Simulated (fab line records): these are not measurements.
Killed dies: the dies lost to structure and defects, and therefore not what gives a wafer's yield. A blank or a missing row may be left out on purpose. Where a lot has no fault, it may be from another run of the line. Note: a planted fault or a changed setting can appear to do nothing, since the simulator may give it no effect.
fab line records | flow nandHarc
[record] lots = 6 wafers = 18 lastDay = 33
route steps=1302 shown A_SLIT@945 A_SIN_REMOVE@947 A_WL_FILL@952 END@1302
lots that met no fault: taken from a fault-free run of the same line
startH: hours from the record's first day to the start of the lot's first wafer shown | waitH: how many hours have passed since the lot's step before this one | " same as the row above | L1.1+2: a single row standing in for several wafers | - value missing, or start not given | * or withheld: withheld | < > ~ a bound
route shown NAME@n: a module of which the file shows steps, and the number in the route of the first | usual: the fault-free wafers' mean and standard deviation | same: alike in all rows | chamber/n: place in a boat | sites: the reading at each site | _std_site: their standard deviation | _edge_site: outer sites' mean less inner sites' | radiusMm: how far each site lies from the wafer's centre | mask NAME#n: copy n | behind: the last tool/chamber to shape the wafer | hold: reason for holding the lot/hours on hold/outcome of the hold | device: which transistor (n, p or np) failed to switch | end of line: tests run on the same wafers once the route is complete | step lacking rows: just its recipe | killed: not the wafer's yield, but the dies lost to structure and defects at the first sort | map: dies across one wafer; x = killed, . = not, _ = none there
set.NAME: the setting that was run; set.NAME@STEP: the one run at that earlier step | model.NAME: the simulator's own value behind a step, which no gauge read
certain route steps with their lots: each step a table, each wafer a row
services: from which hour (startH, from the record's first day; less than 0 if before it) a tool's chamber was out of use, for how many hours, and why
[[steps]]
[step NHARC_A_SLIT_SRD_20]
[step NHARC_A_SLIT_CD_MEAS_21]
[usual] cdNm = 289.5/1.1
// columns lot.wafer tool chamber startH waitH cdNm
L366.1 cdSem-03 - 503.30 - 291.0
L366.5 " - " " 290.2
L366.6 " - " " 289.2
L367.1 cdSem-03 - 506.25 - 287.3
L367.3 " - " " 288.8
L367.5 " - " " 287.4
L369.2 cdSem-01 - 545.65 - 288.5
L369.3 " - " " 289.6
L369.6 " - " " 289.6
L373.1 cdSem-03 - 568.17 - 291.1
L373.3 " - " " 288.7
L373.6 " - " " 290.9
L379.2 cdSem-01 - 648.87 - 287.9
L379.4 " - " " 286.9
L379.6 " - " " 288.0
L384.1 cdSem-02 - 675.17 - 290.3
L384.5 " - " " 290.9
L384.6 " - " " 290.5
[step NHARC_A_SIN_REMOVE_WET_00]
[recipe] tempC = 160 timeS = 15300 chemistry = H3PO4
[step NHARC_A_SIN_REMOVE_PRECLEAN_01]
[recipe] timeS = * tempC = 50 bathAgeMin = 0 chemistry = SC1
[step NHARC_A_SIN_REMOVE_SRD_02]
[step NHARC_A_SIN_REMOVE_INSPECT_04]
[usual] rawDefectCount = 411/85
// columns lot.wafer tool chamber startH waitH rawDefectCount
L366.1 defectInspect-01 - 509.96 0.0 356
L366.5 " - " " 343
L366.6 " - " " 411
L367.1 defectInspect-02 - 512.88 0.0 367
L367.3 " - " " 376
L367.5 " - " " 316
L369.2 defectInspect-02 - 552.27 0.0 436
L369.3 " - " " 486
L369.6 " - " " 600
L373.1 defectInspect-01 - 573.85 0.0 259
L373.3 " - " " 221
L373.6 " - " " 244
L379.2 defectInspect-02 - 655.50 0.0 320
L379.4 " - " " 435
L379.6 " - " " 268
L384.1 defectInspect-02 - 681.85 0.0 366
L384.5 " - " " 323
L384.6 " - " " 337
[step NHARC_A_WL_FILL_ALD_00]
[recipe] targetThkA = 30 pulseTimeS = 3 aldCycles = 30 tempC = 300 material = Al2O3
[usual] heaterPowerW = 483/44 precursorPulseHeightRel = 0.998/0.021
// columns lot.wafer tool chamber startH waitH heaterPowerW precursorPulseHeightRel
L366.1 aldHk-02 2 510.10 0.1 465 0.972
L366.6 " 3 " " 530 1.015
L366.5 " 0 " " 425 0.991
L367.1 aldHk-04 1 512.95 0.1 476 0.950
L367.3 " 3 " " 457 0.995
L367.5 " 1 " " 477 1.029
L369.2 aldHk-02 3 552.36 0.1 592 0.989
L369.3 " 1 " " 419 0.975
L369.6 " 2 " " 460 0.979
L373.3 aldHk-04 0 574.08 0.2 518 0.981
L373.1 " 1 " " 496 0.991
L373.6 " 0 " " 506 1.015
L379.4 aldHk-03 0 655.59 0.1 520 0.938
L379.2 " 1 " " 472 1.011
L379.6 " 3 " " 449 0.985
L384.1 aldHk-02 1 681.94 0.1 407 0.999
L384.6 " 0 " " 438 1.005
L384.5 " 1 " " 424 1.061
[step NHARC_A_WL_FILL_RTA_01]
[recipe] tempC = 1000 timeS = 5
[usual] lampPowerPct = 31.7/1.2 wafer_temp_C_max = 1005.3/1.3
// columns lot.wafer tool chamber startH waitH lampPowerPct wafer_temp_C_max
L366.1 rtpAnneal-02 0 510.28 - 32.9 1005.3
L366.5 " 0 " " 32.9 1007.1
L366.6 " 0 " " 32.9 1005.2
L367.1 rtpAnneal-01 0 513.22 - 30.6 1004.8
L367.3 " 0 " " 30.6 1003.2
L367.5 " 0 " " 30.6 1004.7
L369.2 rtpAnneal-02 0 552.62 - 32.8 1007.8
L369.3 " 0 " " 32.9 1006.8
L369.6 " 0 " " 32.8 1004.8
L373.1 rtpAnneal-01 0 574.35 - 30.5 1004.7
L373.3 " 0 " " 30.6 1003.7
L373.6 " 0 " " 30.6 1002.8
L379.2 rtpAnneal-02 0 655.85 - 32.9 1006.4
L379.4 " 0 " " 32.9 1005.5
L379.6 " 0 " " 32.9 1004.1
L384.1 rtpAnneal-01 0 682.18 - 30.5 1004.8
L384.5 " 0 " " 30.6 1004.3
L384.6 " 0 " " 30.6 1004.0
[step NHARC_A_WL_FILL_ALD_02]
[recipe] targetThkA = 20 pulseTimeS = 3 aldCycles = 100 tempC = 450 material = TiN
[usual] heaterPowerW = 1121/110 precursorPulseHeightRel = 1.001/0.021
// columns lot.wafer tool chamber startH waitH heaterPowerW precursorPulseHeightRel
L366.1 aldMetal-01 2 510.57 0.3 1273 1.000
L366.5 " 0 " " 940 0.999
L366.6 " 1 " " 940 0.987
L367.3 aldMetal-04 2 513.43 0.1 1113 1.000
L367.1 " 1 " " 1270 1.026
L367.5 " 3 " " 1145 0.986
L369.3 aldMetal-04 2 552.89 0.2 1139 0.995
L369.2 " 3 " " 1158 0.978
L369.6 " 0 " " 1247 0.993
L373.1 aldMetal-04 3 574.56 0.2 1127 1.040
L373.3 " 1 " " 1306 1.056
L373.6 " 0 " " 1256 1.010
L379.4 aldMetal-01 0 656.04 0.1 983 1.009
L379.2 " 2 " " 1265 0.998
L379.6 " 1 " " 999 0.999
L384.1 aldMetal-04 1 682.51 0.3 1266 0.963
L384.6 " 2 " " 1135 1.012
L384.5 " 3 " " 1112 1.009
[step NHARC_A_WL_FILL_CVD_03]
[recipe] targetThkA = 400 tempC = 300 pressureTorr = 40 wf6FlowSccm = 40 h2FlowSccm = 1600 arFlowSccm = 1560 timeS = 279 material = W
[usual] heaterPowerW = 423/32 mfcH2Sccm = 1600/4.9 throttleValvePct = 7.8/0.33
// columns lot.wafer tool chamber startH waitH heaterPowerW mfcH2Sccm throttleValvePct
L366.1 cvdW-01 1 510.98 0.1 417 1605 7.7
L366.6 " 0 " " 380 1598 7.9
L366.5 " 1 " " 410 1601 7.8
L367.1 cvdW-02 0 513.87 0.1 433 1595 7.7
L367.3 " 0 " " 436 1600 7.4
L367.5 " 1 " " 478 1590 7.8
L369.2 cvdW-02 0 553.25 0.1 446 1606 7.4
L369.3 " 0 " " 442 1600 7.6
L369.6 " 0 " " 433 1600 7.3
L373.1 cvdW-02 1 575.00 0.1 483 1597 8.0
L373.3 " 1 " " 488 1596 8.3
L373.6 " 0 " " 428 1602 7.7
L379.2 cvdW-01 0 656.48 0.1 385 1591 8.2
L379.4 " 0 " " 388 1593 7.6
L379.6 " 0 " " 386 1586 8.0
L384.1 cvdW-02 1 682.88 0.1 456 1605 8.1
L384.6 " 0 " " 444 1597 7.2
L384.5 " 1 " " 443 1606 8.0
[step NHARC_A_WL_FILL_ETCHBACK_04]
[recipe] targetDepthA = 600 timeS = 120 chemistry = NF3
[usual] drypumpMotorCurrentA = 5.4/0.47 oesProductAu = 0.998/0.014 runLengthS = 141.4/0.47
// columns lot.wafer tool chamber startH waitH drypumpMotorCurrentA oesProductAu rfHoursCounterH runLengthS
L366.1 rieMetal-03 0 511.33 0.3 6.1 1.012 3.8 140.8
L366.5 " 1 " " 5.3 1.013 - 141.2
L366.6 " 0 " " 6.1 1.002 - 141.1
L367.1 rieMetal-03 1 514.24 0.3 5.3 1.012 3.1 141.4
L367.3 " 1 " " 5.3 1.007 - 141.2
L367.5 " 1 " " 5.3 1.012 - 141.0
L369.2 rieMetal-03 1 553.62 0.3 5.3 1.011 0.1 141.1
L369.3 " 0 " " 6.1 0.984 - 92.8
L369.6 " 1 " " 5.3 1.008 - 93.4
L373.1 rieMetal-03 0 575.38 0.3 6.1 0.989 0.4 141.1
L373.3 " 0 " " 6.1 0.996 - 93.2
L373.6 " 0 " " 6.1 0.996 - 92.8
L379.2 rieMetal-01 1 656.85 0.3 5.8 0.988 1.4 142.2
L379.4 " 1 " " 5.8 0.994 - 141.8
L379.6 " 0 " " 5.1 1.013 - 141.5
L384.1 rieMetal-03 1 683.21 0.3 5.3 0.999 2.1 141.0
L384.6 " 1 " " 5.3 0.990 - 141.6
L384.5 " 0 " " 6.1 0.992 - 140.7
[step NHARC_A_WL_FILL_ETCHBACK_05]
[recipe] targetDepthA = 220 timeS = 60 tempC = 40 chemistry = Cl2/BCl3
[usual] drypumpMotorCurrentA = 5.4/0.46 oesProductAu = 0.998/0.012 runLengthS = 81.3/0.46
// columns lot.wafer tool chamber startH waitH drypumpMotorCurrentA oesProductAu rfHoursCounterH runLengthS
L366.1 rieMetal-03 0 511.54 0.2 6.1 1.011 3.9 80.9
L366.6 " 0 " " 6.1 1.008 - 81.5
L366.5 " 1 " " 5.3 1.019 - 81.3
L367.1 rieMetal-03 1 514.50 0.2 5.3 1.010 3.3 81.4
L367.3 " 1 " " 5.3 1.007 - 80.9
L367.5 " 0 " " 6.1 1.003 - 80.8
L369.2 rieMetal-03 1 553.86 0.2 5.3 1.000 0.2 81.4
L369.3 " 1 " " 5.4 0.996 - 81.3
L369.6 " 0 " " 6.1 0.994 - 80.6
L373.1 rieMetal-03 0 575.62 0.2 6.1 0.993 0.6 80.7
L373.3 " 1 " " 5.3 1.010 - 81.8
L373.6 " 0 " " 6.1 0.982 - 80.9
L379.2 rieMetal-01 0 657.09 0.2 5.1 1.003 1.1 81.5
L379.4 " 0 " " 5.1 1.009 - 81.8
L379.6 " 1 " " 5.8 0.985 - 82.5
L384.1 rieMetal-03 0 683.45 0.2 6.1 0.984 2.3 81.2
L384.5 " 0 " " 6.1 0.995 - 80.9
L384.6 " 1 " " 5.3 0.996 - 80.9
[step NHARC_END_SORT_01]
[recipe] tempC = 25
[usual] killedAtArray = 63/27 killedAtOther = 0.7/1.2 killedAtPeriphery = 3.1/2 killedDies = 67/28 killedOpen = 3.0/1.9 killedShort = 2.2/1.5
[same] grossDies = 677
// columns lot.wafer tool chamber startH waitH hold killedAtArray killedAtOther killedAtPeriphery killedDies killedOpen killedShort
L366.1 prober-01 0 605.55 2.5 - 96 2 4 102 2 0
L366.5 prober-01 0 608.74 3.7 - 102 1 5 108 2 4
L366.6 prober-01 0 609.54 4.0 - 101 2 4 107 2 1
L367.1 prober-02 0 615.73 2.5 - 27 0 5 32 3 3
L367.3 prober-02 0 617.31 3.1 - 26 0 3 29 3 1
L367.5 prober-02 0 618.89 3.7 - 22 0 1 23 4 6
L369.2 prober-02 0 645.13 2.8 awaitDispo/7.7h/release 132 1 6 139 5 3
L369.3 prober-02 0 645.92 3.1 awaitDispo/7.7h/release 674 1 2 677 1 1
L369.6 prober-02 0 648.28 3.9 awaitDispo/7.7h/release 674 0 3 677 2 4
L373.1 prober-02 0 669.58 2.5 awaitDispo/2.1h/release 30 3 1 34 3 4
L373.3 prober-02 0 671.18 3.1 awaitDispo/2.1h/release 676 1 0 677 3 1
L373.6 prober-02 0 673.58 4.0 awaitDispo/2.1h/release 675 0 2 677 4 5
L384.1 prober-02 0 791.00 2.5 - 38 2 0 40 0 1
L384.5 prober-02 0 794.19 3.7 - 35 3 3 41 3 1
L384.6 prober-02 0 794.99 4.0 - 33 0 7 40 4 2
// killed by level:class
L366.1 A_CHANNEL_HOLE_D2:chamberFilmFlake=32 A_SLIT:chamberFilmFlake=31 A_CHANNEL_HOLE_D1:chamberFilmFlake=27 A_CHANNEL_FILL_D1:chamberFilmFlake=2 A_DECK1_JOINT:chamberFilmFlake=2 P_M0:geometricParticle:open=1 A_DECK1_JOINT:geometricParticle:open=1 P_ZERO_WELL:chamberFilmFlake=1
L366.5 A_SLIT:chamberFilmFlake=32 A_CHANNEL_HOLE_D1:chamberFilmFlake=30 A_CHANNEL_HOLE_D2:chamberFilmFlake=29 P_GATE:chamberFilmFlake=3 A_CONTACT:chamberFilmFlake=3 A_ONON_D2:geometricParticle:short=2 P_CONTACT:geometricParticle:open=1 A_CHANNEL_HOLE_D1:geometricParticle:short=1
L366.6 A_CHANNEL_HOLE_D1:chamberFilmFlake=34 A_CHANNEL_HOLE_D2:chamberFilmFlake=31 A_SLIT:chamberFilmFlake=28 P_GATE:chamberFilmFlake=3 A_STAIRCASE:chamberFilmFlake=2 A_M1:chamberFilmFlake=2 A_ONON_D2:geometricParticle:short=1 A_WL_FILL:geometricParticle:open=1
L367.1 A_CHANNEL_HOLE_D2:chamberFilmFlake=11 A_CHANNEL_HOLE_D1:chamberFilmFlake=6 A_CONTACT:chamberFilmFlake=2 P_CONTACT:geometricParticle:open=1 P_CONTACT:geometricParticle:short=1 A_SOURCE_PLATE:geometricParticle:open=1 A_ONON_D1:geometricParticle:short=1 A_CHANNEL_FILL_D1:geometricParticle:open=1
L367.3 A_CHANNEL_HOLE_D2:chamberFilmFlake=12 A_CHANNEL_HOLE_D1:chamberFilmFlake=6 P_M0:geometricParticle:open=1 A_CHANNEL_FILL_D1:geometricParticle:short=1 A_CHANNEL_HOLE_D2:geometricParticle:open=1 A_SGD_CUT:geometricParticle:open=1 P_GATE:chamberFilmFlake=1 P_BONDPAD:chamberFilmFlake=1
L367.5 A_CHANNEL_HOLE_D2:chamberFilmFlake=8 A_CHANNEL_HOLE_D2:geometricParticle:short=2 A_CHANNEL_FILL_D1:geometricParticle:short=1 A_DECK1_JOINT:geometricParticle:short=1 A_CHANNEL_HOLE_D2:geometricParticle:open=1 A_CHANNEL_FILL_D2:geometricParticle:open=1 A_SGD_CUT:geometricParticle:short=1 A_WL_FILL:geometricParticle:short=1
L369.2 A_SLIT:chamberFilmFlake=38 A_CHANNEL_HOLE_D2:chamberFilmFlake=34 A_CHANNEL_HOLE_D1:chamberFilmFlake=33 A_STAIRCASE:chamberFilmFlake=11 A_CONTACT:chamberFilmFlake=8 A_DECK1_JOINT:geometricParticle:open=2 P_ZERO_WELL:chamberFilmFlake=2 P_STI:geometricParticle:short=1
L369.3 A_WL_FILL:areaEtchback=576 A_SLIT:chamberFilmFlake=35 A_CHANNEL_HOLE_D1:chamberFilmFlake=23 A_CHANNEL_HOLE_D2:chamberFilmFlake=15 A_CONTACT:chamberFilmFlake=11 A_STAIRCASE:chamberFilmFlake=9 A_ONON_D2:geometricParticle:short=1 A_CHANNEL_HOLE_D2:geometricParticle:open=1
L369.6 A_WL_FILL:areaEtchback=548 A_CHANNEL_HOLE_D1:chamberFilmFlake=37 A_SLIT:chamberFilmFlake=37 A_CHANNEL_HOLE_D2:chamberFilmFlake=32 A_STAIRCASE:chamberFilmFlake=7 A_CONTACT:chamberFilmFlake=5 A_M0:chamberFilmFlake=2 P_GATE:geometricParticle:short=1
L373.1 A_CHANNEL_HOLE_D1:chamberFilmFlake=8 A_DECK1_JOINT:chamberFilmFlake=4 A_SLIT:chamberFilmFlake=4 A_CONTACT:chamberFilmFlake=3 THIN_TSV:chamberFilmFlake=3 A_M0:geometricParticle:short=2 A_BLC:chamberFilmFlake=2 A_ONON_D1:geometricParticle:open=1
L373.3 A_WL_FILL:areaEtchback=641 A_CHANNEL_HOLE_D1:chamberFilmFlake=11 A_CONTACT:chamberFilmFlake=7 A_SLIT:chamberFilmFlake=3 A_ZERO_WELL:chamberFilmFlake=2 A_DECK1_JOINT:chamberFilmFlake=2 A_BLC:chamberFilmFlake=2 A_CHANNEL_FILL_D1:geometricParticle:short=1
L373.6 A_WL_FILL:areaEtchback=646 A_CHANNEL_HOLE_D1:chamberFilmFlake=6 A_CONTACT:chamberFilmFlake=4 A_SLIT:chamberFilmFlake=3 A_DECK1_JOINT:chamberFilmFlake=3 A_ONON_D1:geometricParticle:short=2 A_CHANNEL_FILL_D1:geometricParticle:open=2 A_STAIRCASE:chamberFilmFlake=2
L384.1 A_CHANNEL_HOLE_D1:chamberFilmFlake=21 A_SLIT:chamberFilmFlake=11 A_CHANNEL_HOLE_D2:chamberFilmFlake=2 A_CONTACT:chamberFilmFlake=2 THIN_TSV:chamberFilmFlake=2 A_CHANNEL_HOLE_D1:geometricParticle:short=1 A_STAIRCASE:chamberFilmFlake=1
L384.5 A_CHANNEL_HOLE_D1:chamberFilmFlake=17 A_SLIT:chamberFilmFlake=7 A_CONTACT:chamberFilmFlake=3 P_CONTACT:chamberFilmFlake=2 A_CHANNEL_HOLE_D2:chamberFilmFlake=2 THIN_TSV:chamberFilmFlake=2 P_STI:geometricParticle:short=1 A_CHANNEL_HOLE_D1:geometricParticle:open=1
L384.6 A_CHANNEL_HOLE_D1:chamberFilmFlake=17 A_SLIT:chamberFilmFlake=6 A_STAIRCASE:chamberFilmFlake=3 P_GATE:chamberFilmFlake=2 P_BONDPAD:chamberFilmFlake=2 A_CHANNEL_HOLE_D2:chamberFilmFlake=2 A_CONTACT:chamberFilmFlake=2 P_GATE:geometricParticle:open=1
// map L369.3 (x killed, . not)
____________x____________
_________xxxxxxx_________
_______xxxxxxxxxxx_______
______xxxxxxxxxxxxx______
_____xxxxxxxxxxxxxxx_____
____xxxxxxxxxxxxxxxxx____
____xxxxxxxxxxxxxxxxx____
___xxxxxxxxxxxxxxxxxxx___
___xxxxxxxxxxxxxxxxxxx___
__xxxxxxxxxxxxxxxxxxxxx__
__xxxxxxxxxxxxxxxxxxxxx__
_xxxxxxxxxxxxxxxxxxxxxxx_
_xxxxxxxxxxxxxxxxxxxxxxx_
_xxxxxxxxxxxxxxxxxxxxxxx_
_xxxxxxxxxxxxxxxxxxxxxxx_
_xxxxxxxxxxxxxxxxxxxxxxx_
xxxxxxxxxxxxxxxxxxxxxxxxx
xxxxxxxxxxxxxxxxxxxxxxxxx
xxxxxxxxxxxxxxxxxxxxxxxxx
xxxxxxxxxxxxxxxxxxxxxxxxx
xxxxxxxxxxxxxxxxxxxxxxxxx
_xxxxxxxxxxxxxxxxxxxxxxx_
_xxxxxxxxxxxxxxxxxxxxxxx_
_xxxxxxxxxxxxxxxxxxxxxxx_
_xxxxxxxxxxxxxxxxxxxxxxx_
_xxxxxxxxxxxxxxxxxxxxxxx_
__xxxxxxxxxxxxxxxxxxxxx__
__xxxxxxxxxxxxxxxxxxxxx__
___xxxxxxxxxxxxxxxxxxx___
___xxxxxxxxxxxxxxxxxxx___
____xxxxxxxxxxxxxxxxx____
____xxxxxxxxxxxxxxxxx____
_____xxxxxxxxxxxxxxx_____
______xxxxxxxxxxxxx______
_______xxxxxxxxxxx_______
_________xxxxxxx_________
____________x____________
// map L373.3 (x killed, . not)
____________x____________
_________xxxxxxx_________
_______xxxxxxxxxxx_______
______xxxxxxxxxxxxx______
_____xxxxxxxxxxxxxxx_____
____xxxxxxxxxxxxxxxxx____
____xxxxxxxxxxxxxxxxx____
___xxxxxxxxxxxxxxxxxxx___
___xxxxxxxxxxxxxxxxxxx___
__xxxxxxxxxxxxxxxxxxxxx__
__xxxxxxxxxxxxxxxxxxxxx__
_xxxxxxxxxxxxxxxxxxxxxxx_
_xxxxxxxxxxxxxxxxxxxxxxx_
_xxxxxxxxxxxxxxxxxxxxxxx_
_xxxxxxxxxxxxxxxxxxxxxxx_
_xxxxxxxxxxxxxxxxxxxxxxx_
xxxxxxxxxxxxxxxxxxxxxxxxx
xxxxxxxxxxxxxxxxxxxxxxxxx
xxxxxxxxxxxxxxxxxxxxxxxxx
xxxxxxxxxxxxxxxxxxxxxxxxx
xxxxxxxxxxxxxxxxxxxxxxxxx
_xxxxxxxxxxxxxxxxxxxxxxx_
_xxxxxxxxxxxxxxxxxxxxxxx_
_xxxxxxxxxxxxxxxxxxxxxxx_
_xxxxxxxxxxxxxxxxxxxxxxx_
_xxxxxxxxxxxxxxxxxxxxxxx_
__xxxxxxxxxxxxxxxxxxxxx__
__xxxxxxxxxxxxxxxxxxxxx__
___xxxxxxxxxxxxxxxxxxx___
___xxxxxxxxxxxxxxxxxxx___
____xxxxxxxxxxxxxxxxx____
____xxxxxxxxxxxxxxxxx____
_____xxxxxxxxxxxxxxx_____
______xxxxxxxxxxxxx______
_______xxxxxxxxxxx_______
_________xxxxxxx_________
____________x____________
[[services]]
// columns tool chamber startH hours kind
cvdW-02 1 487.80 10.3 repair
rieMetal-03 - 519.00 9.0 pm
rieMetal-03 0 519.00 9.0 ventCycle
rieMetal-03 1 519.00 9.0 ventCycle
aldMetal-01 - 526.00 10.0 pm
rieMetal-03 0 528.00 - clean
rieMetal-03 1 528.00 - clean
aldHk-04 - 534.61 0.5 repair
aldHk-03 - 546.18 0.9 repair
cvdW-01 - 547.00 13.0 pm
rieMetal-01 - 575.00 9.0 pm
rieMetal-01 0 606.05 26.2 repair
cvdW-01 - 625.24 0.3 repair
cvdW-02 - 631.00 13.0 pm
cvdW-02 0 631.00 13.0 ventCycle
cvdW-02 1 631.00 13.0 ventCycle
aldHk-04 - 632.51 1.3 repair
cvdW-02 0 644.00 - clean
cvdW-02 1 644.00 - clean
aldMetal-04 - 652.00 10.0 pm
aldMetal-04 0 652.00 10.0 ventCycle
aldMetal-04 1 652.00 10.0 ventCycle
aldMetal-04 2 652.00 10.0 ventCycle
aldMetal-04 3 652.00 10.0 ventCycle
[[key]]
[firstSign] step = NHARC_A_WL_FILL_ETCHBACK_04 reading = runLengthS direction = down sigmas = 99+ usual = * struck = *
[effect] step = NHARC_END_SORT_01 reading = killedAtArray direction = up sigmas = 22 usual = 63 struck = 675
[moreKillsBornAt] NHARC_A_WL_FILL_ETCHBACK_04@rieMetal-03 = 2411
metAt NHARC_A_WL_FILL_ETCHBACK_04
struckWafers L369.3,L369.6,L373.3,L373.6
laterRowsLeftOut L369.3,L369.6,L373.3,L373.6
testerLeftOut L369,L373
onsetBetween 514.24 553.62
[fault] kind = processParameterDrift tool = rieMetal-03 chamber = - onsetH = 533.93 steps = NHARC_A_WL_FILL_ETCHBACK_04 channel = timeS offset = * shape = step endH = 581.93 scope = struckWafersOnly actsIn = * stated = *
// testerLeftOut: of these lots the tester's yield and bins aren't shown, on N5 and GAA mostly nor the transistor test; their killed dies are dies lost to structure and defects alone, not to doping, threshold or leakage, so they don't give the yield
// laterRowsLeftOut: the simulator's readings of these wafers behind a module that went badly wrong aren't trusted and aren't shown, but for the sort
